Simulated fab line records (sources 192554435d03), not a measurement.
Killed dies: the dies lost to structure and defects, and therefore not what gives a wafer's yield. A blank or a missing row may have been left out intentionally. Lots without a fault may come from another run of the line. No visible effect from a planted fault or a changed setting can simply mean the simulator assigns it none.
Which tool is to blame? | flow n5-finfet | Sampling: 12 lots, 36 wafers, 4 of 1938 route steps

## WHAT THE GAUGES SHOWED, per wafer
N5_BEOL_M11_CD_MEAS_18: pitch 140 nm, target cd 70 nm.
lot  | measured     | on        | cd-nm (nm)
L076 | day 11 14:12 | cd-sem-01 | 69.8 69.6 69.9
L077 | day 11 14:37 | cd-sem-01 | 70.4 70.3 70.4
L078 | day 11 19:32 | cd-sem-03 | 70.3 71.3 71.0
L081 | day 12 20:52 | cd-sem-01 | 69.2 69.9 70.1
L082 | day 13 03:07 | cd-sem-01 | 69.6 69.6 68.9
L086 | day 14 09:29 | cd-sem-03 | 68.8 68.3 69.7
L088 | day 14 14:09 | cd-sem-01 | 69.4 68.9 69.7
L090 | day 14 17:29 | cd-sem-02 | 70.0 71.4 71.0
L089 | day 15 03:19 | cd-sem-01 | 70.5 70.7 68.9
L095 | day 16 01:41 | cd-sem-02 | 68.9 69.5 68.9
L093 | day 16 03:12 | cd-sem-03 | 70.2 69.9 69.8
L097 | day 17 11:40 | cd-sem-03 | 70.0 71.4 71.1

## TOOL THAT RAN EACH LOT (tool first, then ch and the chambers of the sampled wafers, then the start)
lot  | N5_BEOL_M10_SPUTTER_48       | N5_BEOL_M11_HM_DEP_02        | N5_BEOL_M11_DESCUM_16
L076 | pvd-sputter-03, day 11 09:56 | pvd-sputter-02, day 11 13:05 | rie-diel-04 ch 0,1,2, day 11 13:44
L077 | pvd-sputter-02, day 11 10:45 | pvd-sputter-02, day 11 13:23 | rie-diel-03 ch 1,2,3, day 11 14:10
L078 | pvd-sputter-01, day 11 14:58 | pvd-sputter-01, day 11 18:37 | rie-diel-03 ch 0,1,2, day 11 19:04
L081 | pvd-sputter-03, day 12 15:04 | pvd-sputter-02, day 12 19:50 | rie-diel-04 ch 0,2, day 12 20:25
L082 | pvd-sputter-02, day 12 22:27 | pvd-sputter-02, day 13 02:11 | rie-diel-03 ch 1,2, day 13 02:39
L086 | pvd-sputter-01, day 14 02:52 | pvd-sputter-02, day 14 08:18 | rie-diel-04 ch 1,2, day 14 08:58
L088 | pvd-sputter-02, day 14 08:24 | pvd-sputter-03, day 14 13:07 | rie-diel-03 ch 2,3, day 14 13:41
L090 | pvd-sputter-03, day 14 12:31 | pvd-sputter-03, day 14 16:26 | rie-diel-02 ch 0,1,2, day 14 17:02
L089 | pvd-sputter-02, day 14 21:58 | pvd-sputter-01, day 15 02:17 | rie-diel-03 ch 1,2,3, day 15 02:52
L095 | pvd-sputter-02, day 15 20:37 | pvd-sputter-01, day 16 00:44 | rie-diel-02 ch 0,1, day 16 01:14
L093 | pvd-sputter-01, day 15 23:04 | pvd-sputter-01, day 16 01:49 | rie-diel-03 ch 0,1,3, day 16 02:37
L097 | pvd-sputter-02, day 17 08:45 | pvd-sputter-03, day 17 10:38 | rie-diel-04 ch 1,2, day 17 11:13
- N5_BEOL_M10_SPUTTER_48: material Cu, target thk 12 nm, time 2 s.
- N5_BEOL_M11_HM_DEP_02: deposits TiN, target thk 20 nm.
- N5_BEOL_M11_DESCUM_16: chemistry O2, time 7.9 s.

## THE ANSWER, worked out from the rows above alone
Rule: the usual values come from the lots themselves. Put in order of their means at a reading, lots are off if they are a third of the lots or fewer, leave a main group of 4 or more, and stand apart from it by a gap of 3 or more times the standard deviation of the main group's means; of several such gaps the widest counts. If all means in a main group match to the digits the tables above print for the reading, that group is not used. Also off: a lot with no number at a reading for which 4 or more lots have one. Where the step has rows for the other lots, those lots are counted as sound.
Nothing can be told from this: no lot is off at any reading shown.

## WHAT THE SIMULATOR HAD PUT IN
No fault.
